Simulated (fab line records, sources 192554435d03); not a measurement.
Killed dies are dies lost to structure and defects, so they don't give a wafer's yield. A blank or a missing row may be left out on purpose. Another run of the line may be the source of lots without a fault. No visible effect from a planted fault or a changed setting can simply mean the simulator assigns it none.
Which tool is to blame? :: flow n5_finfet :: Sampling: 9 lots, 27 wafers, 5 of 1938 route steps

## WHAT THE GAUGES SHOWED, per wafer
N5_BEOL_M2_CD_MEAS_28: target cd 26.2 nm, target cd y 24.1 nm. Usual: cd_nm at 26.17 nm, with a standard deviation of 0.25.
lot: L661
measured: day 6 09:53
on: cd_sem-01
cd_nm (nm): 26.11 25.79 25.86
flag: 

lot: L662
measured: day 6 23:46
on: cd_sem-03
cd_nm (nm): 26.47 25.95 26.19
flag: 

lot: L666
measured: day 7 11:32
on: cd_sem-03
cd_nm (nm): 26.32 26.35 26.11
flag: 

lot: L670
measured: day 8 15:54
on: cd_sem-02
cd_nm (nm): 26.41 26.25 26.40
flag: 

lot: L674
measured: day 10 02:31
on: cd_sem-03
cd_nm (nm): 25.86 26.46 26.06
flag: 

lot: L675
measured: day 10 06:13
on: cd_sem-02
cd_nm (nm): 26.09 26.51 25.97
flag: 

lot: L677
measured: day 10 22:19
on: cd_sem-02
cd_nm (nm): 26.38 26.20 25.84
flag: 

lot: L679
measured: day 11 04:48
on: cd_sem-02
cd_nm (nm): 26.23 26.13 26.03
flag: 

lot: L682
measured: day 11 23:44
on: cd_sem-02
cd_nm (nm): 26.32 26.23 26.03
flag: 

N5_BEOL_M4_RC_MEAS_101. Usual: DIBL_N 35.9 mV/V, standard deviation 1.7; DIBL_P 35.8 mV/V, standard deviation 2.2; IOFF_N 0.15 nA/um, standard deviation 0.03; IOFF_P 0.21 nA/um, standard deviation 0.036; ION_N 674 uA/um, standard deviation 12; ION_P 463 uA/um, standard deviation 7.2; SS_N 71.3 mV/dec, standard deviation 0.59; SS_P 73.1 mV/dec, standard deviation 0.69; VT_N 250 mV, standard deviation 3; VT_P -251 mV, standard deviation 3.2.
lot: L661
measured: day 7 16:35
on: prober-02
DIBL_N (mV/V): 35.6 35.3 33.9
DIBL_P (mV/V): 36.5 36.0 34.0
IOFF_N (nA/um): 0.14 0.14 0.12
IOFF_P (nA/um): 0.22 0.20 0.17
ION_N (uA/um): 673 678 674
ION_P (uA/um): 468 464 462
SS_N (mV/dec): 72.2 71.1 71.0
SS_P (mV/dec): 74.0 73.4 73.0
VT_N (mV): 250 250 253
VT_P (mV): -248 -252 -252
flag: 

lot: L662
measured: day 8 07:27
on: prober-01
DIBL_N (mV/V): 37.5 36.1 36.9
DIBL_P (mV/V): 37.2 35.1 35.8
IOFF_N (nA/um): 0.17 0.15 0.16
IOFF_P (nA/um): 0.22 0.18 0.20
ION_N (uA/um): 684 672 664
ION_P (uA/um): 464 462 461
SS_N (mV/dec): 71.0 70.5 70.1
SS_P (mV/dec): 73.8 73.2 72.9
VT_N (mV): 247 250 248
VT_P (mV): -250 -251 -253
flag: 

lot: L666
measured: day 8 18:22
on: prober-02
DIBL_N (mV/V): 34.0 36.1 35.6
DIBL_P (mV/V): 33.5 35.7 35.3
IOFF_N (nA/um): 0.12 0.16 0.13
IOFF_P (nA/um): 0.19 0.22 0.20
ION_N (uA/um): 662 679 662
ION_P (uA/um): 460 470 464
SS_N (mV/dec): 70.9 70.9 70.7
SS_P (mV/dec): 72.6 72.7 72.9
VT_N (mV): 253 248 252
VT_P (mV): -251 -248 -249
flag: 

lot: L670
measured: day 10 21:28
on: prober-02
DIBL_N (mV/V): 35.7 33.1 35.6
DIBL_P (mV/V): 36.3 33.1 35.3
IOFF_N (nA/um): 0.16 0.12 0.16
IOFF_P (nA/um): 0.18 0.14 0.17
ION_N (uA/um): 688 658 684
ION_P (uA/um): 465 447 457
SS_N (mV/dec): 71.5 70.5 70.8
SS_P (mV/dec): 73.7 72.7 73.5
VT_N (mV): 248 251 248
VT_P (mV): -252 -258 -256
flag: 

lot: L674
measured: day 11 15:34
on: prober-01
DIBL_N (mV/V): 33.0 35.6 32.2
DIBL_P (mV/V): 32.8 36.6 31.0
IOFF_N (nA/um): 0.12 0.15 0.10
IOFF_P (nA/um): 0.17 0.22 0.14
ION_N (uA/um): 670 678 658
ION_P (uA/um): 465 465 450
SS_N (mV/dec): 70.8 71.9 70.7
SS_P (mV/dec): 72.5 73.1 71.9
VT_N (mV): 252 249 256
VT_P (mV): -253 -250 -255
flag: 

lot: L675
measured: day 11 15:00
on: prober-02
DIBL_N (mV/V): 34.1 38.9 35.0
DIBL_P (mV/V): 34.2 39.7 34.5
IOFF_N (nA/um): 0.11 0.19 0.12
IOFF_P (nA/um): 0.16 0.23 0.15
ION_N (uA/um): 660 669 656
ION_P (uA/um): 454 453 452
SS_N (mV/dec): 70.6 72.1 71.2
SS_P (mV/dec): 73.3 74.7 72.7
VT_N (mV): 255 249 253
VT_P (mV): -254 -254 -258
flag: 

lot: L677
measured: day 12 10:49
on: prober-02
DIBL_N (mV/V): 37.9 36.4 36.6
DIBL_P (mV/V): 38.3 35.6 38.0
IOFF_N (nA/um): 0.17 0.15 0.17
IOFF_P (nA/um): 0.22 0.18 0.21
ION_N (uA/um): 667 671 690
ION_P (uA/um): 454 454 467
SS_N (mV/dec): 72.1 71.3 71.4
SS_P (mV/dec): 74.6 73.2 73.1
VT_N (mV): 249 252 251
VT_P (mV): -252 -254 -251
flag: 

lot: L679
measured: day 12 15:37
on: prober-02
DIBL_N (mV/V): 36.7 35.7 37.8
DIBL_P (mV/V): 33.2 32.5 34.5
IOFF_N (nA/um): 0.15 0.14 0.17
IOFF_P (nA/um): 0.19 0.18 0.21
ION_N (uA/um): 676 680 683
ION_P (uA/um): 463 466 467
SS_N (mV/dec): 71.3 71.3 71.7
SS_P (mV/dec): 72.7 72.5 73.6
VT_N (mV): 250 250 248
VT_P (mV): -251 -253 -251
flag: 

lot: L682
measured: day 13 19:22
on: prober-02
DIBL_N (mV/V): 34.1 35.5 36.3
DIBL_P (mV/V): 32.4 35.3 35.0
IOFF_N (nA/um): 0.12 0.15 0.16
IOFF_P (nA/um): 0.18 0.21 0.19
ION_N (uA/um): 653 675 675
ION_P (uA/um): 456 463 461
SS_N (mV/dec): 71.3 71.6 71.5
SS_P (mV/dec): 72.6 72.9 73.0
VT_N (mV): 251 251 249
VT_P (mV): -252 -254 -253
flag: 

## WHAT TOOL EACH LOT RAN ON (gives the tool, then ch and the chambers of the sampled wafers, and finally the start)
lot: L661
N5_BEOL_M2_ETCH_64: rie_diel-05 ch 0,2, day 6 09:12
N5_BEOL_M2_ETCH_69: rie_diel-01 ch 1,3, day 6 10:26
N5_BEOL_M2_ALD_98: ald_sin-01 ch 1,2,3, day 6 10:31

lot: L662
N5_BEOL_M2_ETCH_64: rie_diel-01 ch 1,2, day 6 22:58
N5_BEOL_M2_ETCH_69: rie_diel-05 ch 1,2,3, day 6 23:56
N5_BEOL_M2_ALD_98: ald_sin-01 ch 0,2,3, day 7 00:01

lot: L666
N5_BEOL_M2_ETCH_64: rie_diel-01 ch 0,3, day 7 10:51
N5_BEOL_M2_ETCH_69: rie_diel-02 ch 0,1,2, day 7 11:42
N5_BEOL_M2_ALD_98: ald_sin-04 ch 2,3, day 7 11:47

lot: L670
N5_BEOL_M2_ETCH_64: rie_diel-02 ch 0,2, day 8 15:06
N5_BEOL_M2_ETCH_69: rie_diel-02 ch 0,2, day 8 16:05
N5_BEOL_M2_ALD_98: ald_sin-01 ch 1,2,3, day 8 17:31

lot: L674
N5_BEOL_M2_ETCH_64: rie_diel-02 ch 0,1,3, day 10 01:35
N5_BEOL_M2_ETCH_69: rie_diel-01 ch 0,1,3, day 10 02:44
N5_BEOL_M2_ALD_98: ald_sin-04 ch 0,1, day 10 02:54

lot: L675
N5_BEOL_M2_ETCH_64: rie_diel-02 ch 0,1,2, day 10 05:29
N5_BEOL_M2_ETCH_69: rie_diel-01 ch 0,1,2, day 10 06:23
N5_BEOL_M2_ALD_98: ald_sin-03 ch 0,2,3, day 10 07:33

lot: L677
N5_BEOL_M2_ETCH_64: rie_diel-01 ch 0,1,3, day 10 21:33
N5_BEOL_M2_ETCH_69: rie_diel-05 ch 0,3, day 10 22:29
N5_BEOL_M2_ALD_98: ald_sin-01 ch 0,2, day 10 22:46

lot: L679
N5_BEOL_M2_ETCH_64: rie_diel-02 ch 2,3, day 11 04:00
N5_BEOL_M2_ETCH_69: rie_diel-01 ch 0,2,3, day 11 04:59
N5_BEOL_M2_ALD_98: ald_sin-04 ch 1,2, day 11 05:04

lot: L682
N5_BEOL_M2_ETCH_64: rie_diel-02 ch 1,2,3, day 11 22:56
N5_BEOL_M2_ETCH_69: rie_diel-05 ch 0,2,3, day 11 23:55
N5_BEOL_M2_ALD_98: ald_sin-01 ch 2,3, day 11 23:59
- N5_BEOL_M2_ETCH_64: etches SOC in N2/H2, target depth 75 nm, overetch 22.5 nm, time 121.9 s.
- N5_BEOL_M2_ETCH_69: etches SiARC in CF4, target depth 15.6 nm, time 26 s.
- N5_BEOL_M2_ALD_98: deposits SiO2, target thk 2.5 nm, pulse time 1 s, co reactant pulse time 1 s.

## WHAT THE TOOLS THEMSELVES READ (means of the sampled wafers that have a number; where no wafer has one, the mark that the record gives instead)
N5_BEOL_M2_ETCH_64. Usual: drypump_motor_current_A 6.0 A, standard deviation 0.48; oes_product_au 0.59 a.u., standard deviation 0.064; rf_fwd_power_W 837.3 W, standard deviation 2.5; rf_vpp_V 524.5 V, standard deviation 2.4; showerhead_plenum_p_Torr 2.56 Torr, standard deviation 0.092; throttle_valve_pct 17.78 %, standard deviation 0.15.
lot: L661
tool: rie_diel-05
drypump_motor_current_A (A): 5.7
oes_product_au (a.u.): 0.53
rf_fwd_power_W (W): 835.1
rf_vpp_V (V): 523.1
showerhead_plenum_p_Torr (Torr): 2.52
throttle_valve_pct (%): 18.00
flag: 

lot: L662
tool: rie_diel-01
drypump_motor_current_A (A): 5.9
oes_product_au (a.u.): 0.55
rf_fwd_power_W (W): 837.2
rf_vpp_V (V): 524.6
showerhead_plenum_p_Torr (Torr): 2.55
throttle_valve_pct (%): 18.02
flag: 

lot: L666
tool: rie_diel-01
drypump_motor_current_A (A): 5.7
oes_product_au (a.u.): 0.74
rf_fwd_power_W (W): 835.1
rf_vpp_V (V): 527.0
showerhead_plenum_p_Torr (Torr): 2.69
throttle_valve_pct (%): 17.74
flag: 

lot: L670
tool: rie_diel-02
drypump_motor_current_A (A): 6.2
oes_product_au (a.u.): 0.64
rf_fwd_power_W (W): 836.4
rf_vpp_V (V): 526.0
showerhead_plenum_p_Torr (Torr): 2.61
throttle_valve_pct (%): 17.63
flag: 

lot: L674
tool: rie_diel-02
drypump_motor_current_A (A): 6.0
oes_product_au (a.u.): 0.56
rf_fwd_power_W (W): 838.7
rf_vpp_V (V): 523.2
showerhead_plenum_p_Torr (Torr): 2.49
throttle_valve_pct (%): 17.78
flag: 

lot: L675
tool: rie_diel-02
drypump_motor_current_A (A): 5.9
oes_product_au (a.u.): 0.59
rf_fwd_power_W (W): 835.6
rf_vpp_V (V): 523.8
showerhead_plenum_p_Torr (Torr): 2.55
throttle_valve_pct (%): 17.73
flag: 

lot: L677
tool: rie_diel-01
drypump_motor_current_A (A): 6.0
oes_product_au (a.u.): 0.63
rf_fwd_power_W (W): 837.8
rf_vpp_V (V): 525.8
showerhead_plenum_p_Torr (Torr): 2.60
throttle_valve_pct (%): 17.92
flag: 

lot: L679
tool: rie_diel-02
drypump_motor_current_A (A): 6.5
oes_product_au (a.u.): 0.60
rf_fwd_power_W (W): 836.2
rf_vpp_V (V): 526.9
showerhead_plenum_p_Torr (Torr): 2.63
throttle_valve_pct (%): 17.71
flag: 

lot: L682
tool: rie_diel-02
drypump_motor_current_A (A): 6.1
oes_product_au (a.u.): 0.57
rf_fwd_power_W (W): 839.0
rf_vpp_V (V): 524.8
showerhead_plenum_p_Torr (Torr): 2.57
throttle_valve_pct (%): 17.81
flag: 

N5_BEOL_M2_ETCH_69. Usual: for drypump_motor_current_A, 5.9 A with a standard deviation of 0.5; for etch_rf_on_time_s, 25.8 s with a standard deviation of 0.62; for oes_product_au, 0.68 a.u. with a standard deviation of 0.082; for rf_fwd_power_W, 532.2 W with a standard deviation of 1.9; for rf_vpp_V, 184.4 V with a standard deviation of 1.3; for showerhead_plenum_p_Torr, 2.16 Torr with a standard deviation of 0.069; for throttle_valve_pct, 15.62 % with a standard deviation of 0.17.
lot: L661
tool: rie_diel-01
drypump_motor_current_A (A): 6.1
etch_rf_on_time_s (s): 25.5
oes_product_au (a.u.): 0.76
rf_fwd_power_W (W): 530.9
rf_vpp_V (V): 183.9
showerhead_plenum_p_Torr (Torr): 2.18
throttle_valve_pct (%): 15.69
flag: 

lot: L662
tool: rie_diel-05
drypump_motor_current_A (A): 5.8
etch_rf_on_time_s (s): 25.8
oes_product_au (a.u.): 0.65
rf_fwd_power_W (W): 533.2
rf_vpp_V (V): 184.2
showerhead_plenum_p_Torr (Torr): 2.18
throttle_valve_pct (%): 15.62
flag: 

lot: L666
tool: rie_diel-02
drypump_motor_current_A (A): 5.9
etch_rf_on_time_s (s): 25.5
oes_product_au (a.u.): 0.68
rf_fwd_power_W (W): 533.8
rf_vpp_V (V): 184.1
showerhead_plenum_p_Torr (Torr): 2.15
throttle_valve_pct (%): 15.54
flag: 

lot: L670
tool: rie_diel-02
drypump_motor_current_A (A): 6.2
etch_rf_on_time_s (s): 25.4
oes_product_au (a.u.): 0.72
rf_fwd_power_W (W): 531.0
rf_vpp_V (V): 185.5
showerhead_plenum_p_Torr (Torr): 2.20
throttle_valve_pct (%): 15.45
flag: 

lot: L674
tool: rie_diel-01
drypump_motor_current_A (A): 6.0
etch_rf_on_time_s (s): 26.2
oes_product_au (a.u.): 0.72
rf_fwd_power_W (W): 533.6
rf_vpp_V (V): 184.7
showerhead_plenum_p_Torr (Torr): 2.19
throttle_valve_pct (%): 15.74
flag: 

lot: L675
tool: rie_diel-01
drypump_motor_current_A (A): 5.6
etch_rf_on_time_s (s): 26.4
oes_product_au (a.u.): 0.66
rf_fwd_power_W (W): 531.4
rf_vpp_V (V): 185.0
showerhead_plenum_p_Torr (Torr): 2.20
throttle_valve_pct (%): 15.79
flag: 

lot: L677
tool: rie_diel-05
drypump_motor_current_A (A): 5.6
etch_rf_on_time_s (s): 25.9
oes_product_au (a.u.): 0.78
rf_fwd_power_W (W): 531.3
rf_vpp_V (V): 183.8
showerhead_plenum_p_Torr (Torr): 2.16
throttle_valve_pct (%): 15.45
flag: 

lot: L679
tool: rie_diel-01
drypump_motor_current_A (A): 5.4
etch_rf_on_time_s (s): 25.8
oes_product_au (a.u.): 0.72
rf_fwd_power_W (W): 530.2
rf_vpp_V (V): 185.3
showerhead_plenum_p_Torr (Torr): 2.22
throttle_valve_pct (%): 15.63
flag: 

lot: L682
tool: rie_diel-05
drypump_motor_current_A (A): 5.6
etch_rf_on_time_s (s): 25.9
oes_product_au (a.u.): 0.76
rf_fwd_power_W (W): 531.1
rf_vpp_V (V): 184.6
showerhead_plenum_p_Torr (Torr): 2.16
throttle_valve_pct (%): 15.49
flag: 

N5_BEOL_M2_ALD_98. Usual: chamber_pressure_Torr 2.000 Torr, standard deviation 0.0043; heater_power_w 78 W, standard deviation 7.4; precursor_pulse_height_rel 1.004, standard deviation 0.019; susceptor_temp_C 100.01 C, standard deviation 0.14.
lot: L661
tool: ald_sin-01
chamber_pressure_Torr (Torr): 1.998
heater_power_w (W): 77
precursor_pulse_height_rel: 1.015
susceptor_temp_C (C): 99.89
flag: 

lot: L662
tool: ald_sin-01
chamber_pressure_Torr (Torr): 1.997
heater_power_w (W): 81
precursor_pulse_height_rel: 1.016
susceptor_temp_C (C): 100.09
flag: 

lot: L666
tool: ald_sin-04
chamber_pressure_Torr (Torr): 2.001
heater_power_w (W): 73
precursor_pulse_height_rel: 0.993
susceptor_temp_C (C): 99.87
flag: 

lot: L670
tool: ald_sin-01
chamber_pressure_Torr (Torr): 1.998
heater_power_w (W): 76
precursor_pulse_height_rel: 1.017
susceptor_temp_C (C): 99.94
flag: 

lot: L674
tool: ald_sin-04
chamber_pressure_Torr (Torr): 1.995
heater_power_w (W): 88
precursor_pulse_height_rel: 1.004
susceptor_temp_C (C): 99.99
flag: 

lot: L675
tool: ald_sin-03
chamber_pressure_Torr (Torr): 2.001
heater_power_w (W): 73
precursor_pulse_height_rel: 1.004
susceptor_temp_C (C): 100.01
flag: 

lot: L677
tool: ald_sin-01
chamber_pressure_Torr (Torr): -
heater_power_w (W): -
precursor_pulse_height_rel: -
susceptor_temp_C (C): -
flag: OFF

lot: L679
tool: ald_sin-04
chamber_pressure_Torr (Torr): -
heater_power_w (W): -
precursor_pulse_height_rel: -
susceptor_temp_C (C): -
flag: OFF

lot: L682
tool: ald_sin-01
chamber_pressure_Torr (Torr): 2.001
heater_power_w (W): 80
precursor_pulse_height_rel: 0.994
susceptor_temp_C (C): 100.13
flag: 

## THE ANSWER, worked out from the rows above alone
Rule: a lot counts as off when the mean over its wafers that have a number is more than 3 standard deviations away from the usual mean. A lot without any number at a reading at which 4 lots or more have one is off too. The other lots that the step has rows for count as sound. First the gauges in route order, then the tools' own readings, where a lot's mean is used as printed above. The first step at which some lot is off is used, and at that step the reading that is off furthest; a lot without a number counts as furthest.
Off, at N5_BEOL_M2_ALD_98 on chamber_pressure_Torr: L677, L679. Without a number there: L677, L679.
If a tool, at that step or one of the process steps before it, ran each lot that is off and ran no sound lot following the first of them, it fits. Of those tried, none fits.

## WHAT THE SIMULATOR PUT IN
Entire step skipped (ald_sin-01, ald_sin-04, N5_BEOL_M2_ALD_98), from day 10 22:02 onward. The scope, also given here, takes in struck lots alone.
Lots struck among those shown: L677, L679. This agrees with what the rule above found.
